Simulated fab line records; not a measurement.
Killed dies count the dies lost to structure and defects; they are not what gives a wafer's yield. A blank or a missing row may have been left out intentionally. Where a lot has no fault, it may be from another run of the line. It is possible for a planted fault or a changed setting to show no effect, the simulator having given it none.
fab line records -- flow n5_finfet -- part 2 of 2: steps 5 to 6 of 6
record lots=20, wafers=60, last_day=19
route steps=1938 shown GATE_CUT@516 MOL_CONTACT_COAG@529
lots untouched by any fault: they come from a run of this same line in which no faults occurred
start_h: hours from the record's first day to the start of the lot's first wafer shown -- wait_h: how many hours have passed since the lot's step before this one -- " repeats the value in the row above -- L1.1+2: several wafers, shown together as one row -- - either no value or no given start -- * or withheld: withheld -- < > ~ a bound
route shown NAME@n: NAME is a module with steps in the file, n the number in the route of the first one -- usual: mean/standard deviation of fault-free wafers -- same: alike in all rows -- chamber/n: place in a boat -- sites: readings site by site -- _std_site: the standard deviation of these -- _edge_site: the outer-site mean with the inner-site mean subtracted -- radius_mm: how far each site lies from the wafer's centre -- mask NAME#n: copy n -- behind: tool/chamber where the wafer was last shaped -- hold: why the lot was held/for how many hours/how that ended -- device: names the non-switching transistor (n, p or np) -- end of line: tests of these same wafers at the route's end -- for a step that has no rows: nothing shown but its recipe -- killed: count of dies lost to structure and defects at first sort (not the wafer's yield) -- map: the dies of a wafer, with x for killed, . for not killed, _ for no die there
set.NAME: the setting the step ran with; set.NAME@STEP: the setting that earlier step ran with -- model.NAME: the simulator's own value behind a step, which no gauge read
the route's steps for a sample of lots (tables are steps, rows are wafers)
services: a tool's chamber out of use, with start hour (start_h, from the record's first day; less than 0 if before it), hours out, and reason
## steps
# step N5_MOL_CONTACT_COAG_ETCH_66
# recipe chemistry=CF4, target=SiARC, target_depth_a=130, mask_material=CAR-EUV, time_s=21.7, ion_energy_ev=80, pressure_mtorr=40, source_w=545, bias_w=36, Ar_flow_sccm=100, cf4_flow_sccm=100, ends=cleared
# usual drypump_motor_current_A=5.71/0.26, etch_rf_on_time_s=21.7/0.42, oes_product_au=0.70/0.077, rf_vpp_V=184.5/1.2, showerhead_plenum_p_Torr=2.18/0.068, throttle_valve_pct=15.51/0.25
lot.wafer,tool,chamber,start_h,wait_h,drypump_motor_current_A,etch_rf_on_time_s,oes_product_au,rf_hours_counter_h,rf_vpp_V,showerhead_plenum_p_Torr,throttle_valve_pct
L074.2,rie_diel-05,2,109.13,0.0,6.15,21.6,0.74,43,185.6,2.16,15.62
L074.3,rie_diel-05,3,109.13,0.0,5.88,21.9,0.60,225,184.4,2.14,15.92
L074.6,rie_diel-05,2,109.13,0.0,6.15,21.9,0.74,-,184.1,2.16,15.63
L075.2,rie_diel-05,0,109.24,0.0,5.56,21.7,0.69,86,184.2,2.16,15.25
L075.3,rie_diel-05,2,109.24,0.0,6.11,21.6,0.75,43,184.9,2.16,15.61
L075.5,rie_diel-05,2,109.24,0.0,6.15,21.7,0.75,-,183.1,2.16,15.62
L076.1,rie_diel-06,2,113.58,0.0,5.74,21.4,0.80,16,186.3,2.28,15.19
L076.4,rie_diel-06,0,113.58,0.0,5.59,21.6,0.76,29,187.0,2.27,15.58
L076.5,rie_diel-06,0,113.58,0.0,5.57,21.7,0.75,-,185.2,2.27,15.57
L077.3,rie_diel-05,3,123.36,0.0,5.95,22.4,0.59,232,183.4,2.13,15.92
L077.5,rie_diel-05,2,123.36,0.0,6.17,22.2,0.73,-,183.5,2.16,15.62
L077.6,rie_diel-05,0,123.36,0.0,5.60,21.9,0.69,-,183.6,2.16,15.28
L078.1,rie_diel-05,2,134.25,0.0,6.15,21.9,0.73,55,185.8,2.16,15.65
L078.2,rie_diel-05,3,134.25,0.0,5.99,22.1,0.59,238,183.1,2.13,15.94
L078.3,rie_diel-05,0,134.25,0.0,5.60,21.6,0.68,98,185.6,2.16,15.28
L081.2,rie_diel-06,3,142.73,0.0,5.25,21.4,0.60,240,185.1,2.20,15.54
L081.3,rie_diel-06,2,142.73,0.0,5.76,21.7,0.76,27,184.8,2.28,15.21
L081.5,rie_diel-06,0,142.73,0.0,5.55,21.7,0.74,-,185.4,2.27,15.59
L080.1,rie_diel-06,1,147.00,0.0,5.63,21.4,0.73,67,183.3,2.10,15.40
L080.2,rie_diel-06,2,147.00,0.0,5.76,21.6,0.76,28,184.9,2.28,15.20
L080.6,rie_diel-06,3,147.00,0.0,5.26,21.0,0.61,-,184.9,2.20,15.53
L083.2,rie_diel-05,2,159.66,0.0,6.15,21.8,0.72,64,185.4,2.16,15.66
L083.3,rie_diel-05,0,159.66,0.0,5.56,21.5,0.67,108,183.9,2.15,15.30
L083.5,rie_diel-05,2,159.66,0.0,6.14,21.9,0.72,-,183.0,2.16,15.66
L084.1,rie_diel-04,0,159.86,0.0,5.44,22.3,0.58,225,183.2,2.13,15.64
L084.4,rie_diel-04,1,159.86,0.0,6.03,21.1,0.84,3,184.9,2.18,15.38
L084.6,rie_diel-04,2,159.86,0.0,5.43,21.5,0.59,-,182.5,2.03,16.02
L085.2,rie_diel-06,3,166.97,0.0,5.26,21.0,0.60,248,184.1,2.20,15.55
L085.3,rie_diel-06,1,166.97,0.0,5.59,21.2,0.73,74,182.9,2.10,15.41
L085.6,rie_diel-06,2,166.97,0.0,5.77,21.3,0.75,-,185.0,2.28,15.23
L086.2,rie_diel-04,1,171.18,0.0,6.11,21.4,0.82,7,185.3,2.17,15.37
L086.3,rie_diel-04,2,171.18,0.0,5.47,22.0,0.59,219,184.2,2.03,16.03
L086.4,rie_diel-04,0,171.18,0.0,5.44,22.8,0.57,229,182.5,2.13,15.64
L087.1,rie_diel-06,1,182.00,0.0,5.61,21.4,0.72,79,184.4,2.10,15.42
L087.2,rie_diel-06,0,182.00,0.0,5.55,21.7,0.72,54,185.9,2.26,15.61
L087.6,rie_diel-06,0,182.00,0.0,5.56,21.5,0.72,-,185.9,2.26,15.60
L088.2,rie_diel-06,2,186.54,0.0,5.75,21.7,0.75,42,185.4,2.27,15.24
L088.5,rie_diel-06,0,186.54,0.0,5.56,21.8,0.71,-,186.0,2.26,15.61
L088.6,rie_diel-06,2,186.54,0.0,5.75,21.6,0.74,-,184.7,2.27,15.24
L089.2,rie_diel-04,2,189.29,0.0,5.46,22.1,0.59,223,181.9,2.03,16.06
L089.4,rie_diel-04,3,189.29,0.0,6.02,21.8,0.74,48,185.1,2.27,15.55
L089.5,rie_diel-04,2,189.29,0.0,5.46,21.7,0.60,-,182.5,2.03,16.07
L090.2,rie_diel-06,3,196.86,0.0,5.26,21.1,0.86,1,185.1,2.20,15.07
L090.3,rie_diel-06,1,196.86,0.0,5.61,21.1,0.72,85,185.3,2.10,15.41
L090.4,rie_diel-06,2,196.86,0.0,5.76,21.4,0.74,47,186.0,2.27,15.26
L091.3,rie_diel-05,1,202.63,0.0,5.80,22.1,0.76,24,186.9,2.19,15.11
L091.4,rie_diel-05,2,202.63,0.0,6.13,21.9,0.71,-,184.3,2.15,15.68
L091.6,rie_diel-05,1,202.63,0.0,5.80,22.0,0.77,-,183.7,2.19,15.10
L092.4,rie_diel-06,0,212.97,0.0,5.56,21.5,0.71,64,184.0,2.26,15.63
L092.5,rie_diel-06,1,212.97,0.0,5.62,20.9,0.72,-,183.8,2.09,15.42
L092.6,rie_diel-06,2,212.97,0.0,5.74,21.5,0.73,-,184.5,2.27,15.25
L093.1,rie_diel-05,0,219.18,0.0,5.56,21.9,0.65,131,184.1,2.14,15.34
L093.2,rie_diel-05,3,219.18,0.0,5.89,22.1,0.83,1,184.6,2.13,15.49
L093.4,rie_diel-05,1,219.18,0.0,5.80,22.2,0.75,30,184.3,2.18,15.14
L095.1,rie_diel-04,2,234.79,0.0,5.45,22.1,0.58,236,182.7,2.02,16.06
L095.4,rie_diel-04,0,234.79,0.0,5.39,22.8,0.56,248,185.2,2.12,15.69
L095.5,rie_diel-04,0,234.79,0.0,5.42,22.6,0.56,-,183.1,2.12,15.69
L096.3,rie_diel-06,3,240.46,0.0,5.27,21.2,0.82,12,185.3,2.19,15.10
L096.5,rie_diel-06,0,240.46,0.0,5.57,21.6,0.70,-,186.2,2.26,15.64
L096.6,rie_diel-06,1,240.46,0.0,5.61,21.4,0.70,-,183.8,2.09,15.45
# step N5_MOL_CONTACT_COAG_ETCHBACK_134
# recipe chemistry=CHF3, target=SiO2, target_depth_a=100, time_s=6.7, ion_energy_ev=200, pressure_mtorr=30, source_w=610, bias_w=170, Ar_flow_sccm=200, CHF3_flow_sccm=50
# usual drypump_motor_current_A=5.73/0.26, oes_product_au=0.83/0.093, rf_vpp_V=524/9.7, showerhead_plenum_p_Torr=2.42/0.072, throttle_valve_pct=18.61/0.29
lot.wafer,tool,chamber,start_h,wait_h,drypump_motor_current_A,oes_product_au,rf_hours_counter_h,rf_vpp_V,showerhead_plenum_p_Torr,throttle_valve_pct
L074.2,rie_diel-06,0,110.07,0.1,5.59,0.89,28,523,2.52,18.67
L074.3,rie_diel-06,1,110.07,0.1,5.59,0.89,52,533,2.34,18.47
L074.6,rie_diel-06,3,110.07,0.1,5.27,0.71,-,514,2.46,18.59
L075.2,rie_diel-06,1,110.40,0.3,5.62,0.87,53,534,2.34,18.48
L075.3,rie_diel-06,3,110.40,0.3,5.26,0.70,229,514,2.46,18.60
L075.5,rie_diel-06,1,110.40,0.3,5.62,0.88,-,533,2.34,18.47
L076.1,rie_diel-05,0,113.86,0.1,5.56,0.80,88,524,2.40,18.34
L076.4,rie_diel-05,3,113.86,0.1,5.91,0.69,227,510,2.37,19.00
L076.5,rie_diel-05,3,113.86,0.1,5.94,0.69,-,511,2.37,18.99
L077.3,rie_diel-04,2,124.15,0.3,5.47,0.70,199,518,2.27,19.18
L077.5,rie_diel-04,2,124.15,0.3,5.44,0.70,-,518,2.27,19.20
L077.6,rie_diel-04,1,124.15,0.3,6.02,0.66,-,522,2.43,18.96
L078.1,rie_diel-05,2,134.57,0.1,6.14,0.86,55,517,2.41,18.86
L078.2,rie_diel-05,0,134.57,0.1,5.53,0.80,98,524,2.39,18.36
L078.3,rie_diel-05,3,134.57,0.1,5.94,0.68,238,510,2.37,19.01
L081.2,rie_diel-05,3,142.99,0.1,5.96,0.69,241,510,2.36,19.02
L081.3,rie_diel-05,2,142.99,0.1,6.13,0.85,59,516,2.41,18.87
L081.5,rie_diel-05,1,142.99,0.1,5.81,0.97,-,523,2.44,18.18
L080.1,rie_diel-06,1,147.26,0.1,5.61,0.87,67,535,2.33,18.50
L080.2,rie_diel-06,0,147.26,0.1,5.57,0.87,42,523,2.51,18.71
L080.6,rie_diel-06,2,147.26,0.1,5.76,0.90,-,542,2.54,18.36
L083.2,rie_diel-05,0,159.92,0.1,5.52,0.78,108,524,2.39,18.38
L083.3,rie_diel-05,1,159.92,0.1,5.81,0.94,7,523,2.44,18.19
L083.5,rie_diel-05,3,159.92,0.1,5.85,0.67,-,510,2.36,19.05
L084.1,rie_diel-06,2,160.12,0.1,5.74,0.89,33,542,2.54,18.36
L084.4,rie_diel-06,1,160.12,0.1,5.61,0.85,72,533,2.33,18.51
L084.6,rie_diel-06,3,160.12,0.1,5.26,0.70,-,515,2.45,18.63
L085.2,rie_diel-05,2,167.23,0.1,6.12,0.84,67,517,2.41,18.87
L085.3,rie_diel-05,3,167.23,0.1,5.91,0.67,250,512,2.36,19.05
L085.6,rie_diel-05,3,167.23,0.1,5.90,0.68,-,511,2.36,19.03
L086.2,rie_diel-06,0,171.44,0.1,5.60,0.86,50,522,2.51,18.71
L086.3,rie_diel-06,2,171.44,0.1,5.75,0.88,37,542,2.53,18.36
L086.4,rie_diel-06,3,171.44,0.1,5.25,0.70,250,514,2.45,18.64
L087.1,rie_diel-06,1,182.56,0.1,5.62,0.84,79,533,2.32,18.52
L087.2,rie_diel-06,0,182.56,0.1,5.56,0.86,54,523,2.51,18.71
L087.6,rie_diel-06,1,182.56,0.1,5.62,0.84,-,535,2.33,18.52
L088.2,rie_diel-04,0,187.18,0.1,5.44,0.67,234,530,2.36,18.71
L088.5,rie_diel-04,1,187.18,0.1,6.01,0.95,-,523,2.42,18.52
L088.6,rie_diel-04,2,187.18,0.1,5.45,0.68,-,517,2.26,19.23
L089.2,rie_diel-05,0,189.66,0.2,5.56,0.78,119,523,2.39,18.40
L089.4,rie_diel-05,1,189.66,0.2,5.81,0.92,-,524,2.43,18.19
L089.5,rie_diel-05,2,189.66,0.2,6.12,0.84,-,517,2.41,18.88
L090.2,rie_diel-06,2,197.12,0.1,5.75,0.87,47,542,2.53,18.39
L090.3,rie_diel-06,1,197.12,0.1,5.61,0.84,85,532,2.32,18.54
L090.4,rie_diel-06,0,197.12,0.1,5.57,0.84,60,523,2.51,18.73
L091.3,rie_diel-05,0,202.89,0.1,5.60,0.77,125,523,2.38,18.41
L091.4,rie_diel-05,0,202.89,0.1,5.59,0.77,-,524,2.38,18.40
L091.6,rie_diel-05,1,202.89,0.1,5.80,0.89,-,524,2.43,18.22
L092.4,rie_diel-04,2,213.29,0.2,5.45,0.68,230,517,2.26,19.23
L092.5,rie_diel-04,1,213.29,0.2,6.03,0.94,-,522,2.42,18.56
L092.6,rie_diel-04,2,213.29,0.2,5.45,0.68,-,517,2.26,19.24
L093.1,rie_diel-05,1,219.44,0.1,5.81,0.87,30,523,2.43,18.22
L093.2,rie_diel-05,3,219.44,0.1,5.91,0.96,1,510,2.36,18.64
L093.4,rie_diel-05,0,219.44,0.1,5.57,0.77,131,522,2.38,18.41
L095.1,rie_diel-04,2,235.15,0.2,5.46,0.67,236,517,2.26,19.24
L095.4,rie_diel-04,3,235.15,0.2,6.03,0.86,61,547,2.53,18.76
L095.5,rie_diel-04,0,235.15,0.2,5.41,0.66,-,532,2.35,18.73
L096.3,rie_diel-06,2,240.72,0.1,5.74,0.85,59,543,2.53,18.42
L096.5,rie_diel-06,0,240.72,0.1,5.57,0.83,-,523,2.50,18.75
L096.6,rie_diel-06,3,240.72,0.1,5.28,0.96,-,515,2.44,18.22
## services
tool,chamber,start_h,hours,kind
rie_diel-05,3,87.35,1.4,repair
cmp-03,-,91.35,1.0,repair
cmp-02,-,110.64,4.0,pm
cmp-01,-,113.90,7.3,pm
rie_diel-05,1,117.01,-,clean
rie_diel-05,1,117.01,-,consumable_replace:focus_ring
rie_diel-05,1,117.01,21.5,scheduled_down
rie_diel-05,1,117.01,21.5,vent_cycle
rie_diel-04,0,120.85,5.2,repair
cmp-02,-,132.78,1.0,repair
rie_diel-04,1,135.28,-,clean
rie_diel-06,3,172.28,-,clean
rie_diel-06,3,172.28,-,consumable_replace:focus_ring
rie_diel-06,3,172.28,22.5,scheduled_down
rie_diel-06,3,172.28,22.5,vent_cycle
cmp-03,-,173.24,4.4,repair
rie_diel-05,3,184.85,-,clean
rie_diel-05,3,184.85,-,consumable_replace:focus_ring
rie_diel-05,3,184.85,29.9,scheduled_down
rie_diel-05,3,184.85,29.9,vent_cycle
cmp-02,-,190.77,2.5,repair
cmp-03,-,203.97,4.0,pm
cmp-01,-,237.79,4.5,repair
rie_diel-05,-,238.15,0.8,repair
